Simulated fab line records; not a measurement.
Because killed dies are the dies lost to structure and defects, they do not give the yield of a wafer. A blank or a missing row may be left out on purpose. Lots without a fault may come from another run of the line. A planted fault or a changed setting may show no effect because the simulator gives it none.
Matching of chambers :: flow nand_harc :: 4 sister chambers for NHARC_P_GATE_DESCUM_31 on rie_diel-03
The step chemistry O2, time 3 s. 16 wafers are shown with their chamber, then 8 later ones without.

WAFERS WITH THEIR CHAMBER
wafer: L074.1
chamber: 0
drypump_motor_current_A (A): 6.0
showerhead_plenum_p_Torr (Torr): 1.87
oes_product_au (a.u.): 1.005

wafer: L074.2
chamber: 2
drypump_motor_current_A (A): 5.1
showerhead_plenum_p_Torr (Torr): 1.80
oes_product_au (a.u.): 1.019

wafer: L074.5
chamber: 0
drypump_motor_current_A (A): 6.0
showerhead_plenum_p_Torr (Torr): 1.88
oes_product_au (a.u.): 0.999

wafer: L079.1
chamber: 1
drypump_motor_current_A (A): 5.5
showerhead_plenum_p_Torr (Torr): 1.89
oes_product_au (a.u.): 0.996

wafer: L079.3
chamber: 0
drypump_motor_current_A (A): 6.0
showerhead_plenum_p_Torr (Torr): 1.87
oes_product_au (a.u.): 1.020

wafer: L079.4
chamber: 3
drypump_motor_current_A (A): 5.8
showerhead_plenum_p_Torr (Torr): 1.93
oes_product_au (a.u.): 1.024

wafer: L080.3
chamber: 1
drypump_motor_current_A (A): 5.5
showerhead_plenum_p_Torr (Torr): 1.89
oes_product_au (a.u.): 0.999

wafer: L080.5
chamber: 3
drypump_motor_current_A (A): 5.7
showerhead_plenum_p_Torr (Torr): 1.93
oes_product_au (a.u.): 1.013

wafer: L080.6
chamber: 0
drypump_motor_current_A (A): 6.0
showerhead_plenum_p_Torr (Torr): 1.87
oes_product_au (a.u.): 1.002

wafer: L085.4
chamber: 3
drypump_motor_current_A (A): 5.8
showerhead_plenum_p_Torr (Torr): 1.93
oes_product_au (a.u.): 1.025

wafer: L085.5
chamber: 2
drypump_motor_current_A (A): 5.1
showerhead_plenum_p_Torr (Torr): 1.79
oes_product_au (a.u.): 1.016

wafer: L085.6
chamber: 3
drypump_motor_current_A (A): 5.7
showerhead_plenum_p_Torr (Torr): 1.93
oes_product_au (a.u.): 1.005

wafer: L088.1
chamber: 2
drypump_motor_current_A (A): 5.1
showerhead_plenum_p_Torr (Torr): 1.79
oes_product_au (a.u.): 1.011

wafer: L088.4
chamber: 3
drypump_motor_current_A (A): 5.7
showerhead_plenum_p_Torr (Torr): 1.93
oes_product_au (a.u.): 1.017

wafer: L088.5
chamber: 2
drypump_motor_current_A (A): 5.1
showerhead_plenum_p_Torr (Torr): 1.79
oes_product_au (a.u.): 1.020

wafer: L089.1
chamber: 0
drypump_motor_current_A (A): 6.0
showerhead_plenum_p_Torr (Torr): 1.87
oes_product_au (a.u.): 1.003

SIGNATURES, as means of the wafers listed above
reading: drypump_motor_current_A
chamber 0: 6.000
chamber 1: 5.500
chamber 2: 5.100
chamber 3: 5.740
scatter within a chamber: 0.0316

reading: showerhead_plenum_p_Torr
chamber 0: 1.8720
chamber 1: 1.8900
chamber 2: 1.7925
chamber 3: 1.9300
scatter within a chamber: 0.00359

reading: oes_product_au
chamber 0: 1.00580
chamber 1: 0.99750
chamber 2: 1.01650
chamber 3: 1.01680
scatter within a chamber: 0.00705
Rule: for a wafer and a chamber, the distance is found by dividing, reading by reading, the gap between the wafer's reading and the chamber's mean by the reading's scatter, squaring, summing and taking the root. If the next closest chamber is less than 2 further off than the closest, the wafer can't be placed; otherwise it belongs to the closest. The scatter: the root of (the sum of the squares of (reading less its chamber's mean) over the shown wafers, divided by (wafers less chambers)).

WAFERS WITH NO CHAMBER GIVEN
wafer: L089.3
drypump_motor_current_A (A): 5.7
showerhead_plenum_p_Torr (Torr): 1.93
oes_product_au (a.u.): 0.999

wafer: L089.6
drypump_motor_current_A (A): 5.5
showerhead_plenum_p_Torr (Torr): 1.88
oes_product_au (a.u.): 1.001

wafer: L090.3
drypump_motor_current_A (A): 5.8
showerhead_plenum_p_Torr (Torr): 1.93
oes_product_au (a.u.): 1.014

wafer: L090.4
drypump_motor_current_A (A): 5.1
showerhead_plenum_p_Torr (Torr): 1.79
oes_product_au (a.u.): 1.026

wafer: L090.5
drypump_motor_current_A (A): 6.0
showerhead_plenum_p_Torr (Torr): 1.87
oes_product_au (a.u.): 1.008

wafer: L096.3
drypump_motor_current_A (A): 5.5
showerhead_plenum_p_Torr (Torr): 1.88
oes_product_au (a.u.): 0.998

wafer: L096.5
drypump_motor_current_A (A): 6.0
showerhead_plenum_p_Torr (Torr): 1.87
oes_product_au (a.u.): 1.011

wafer: L096.6
drypump_motor_current_A (A): 5.5
showerhead_plenum_p_Torr (Torr): 1.88
oes_product_au (a.u.): 1.002

WHICH CHAMBER EACH WENT THROUGH
wafer: L089.3
from the rows above: 3
in truth: 3

wafer: L089.6
from the rows above: 1
in truth: 1

wafer: L090.3
from the rows above: 3
in truth: 3

wafer: L090.4
from the rows above: 2
in truth: 2

wafer: L090.5
from the rows above: 0
in truth: 0

wafer: L096.3
from the rows above: 1
in truth: 1

wafer: L096.5
from the rows above: 0
in truth: 0

wafer: L096.6
from the rows above: 1
in truth: 1
Correct placement for 8 of the 8. Left unplaced by these rows: 0. 0 placed wrongly.
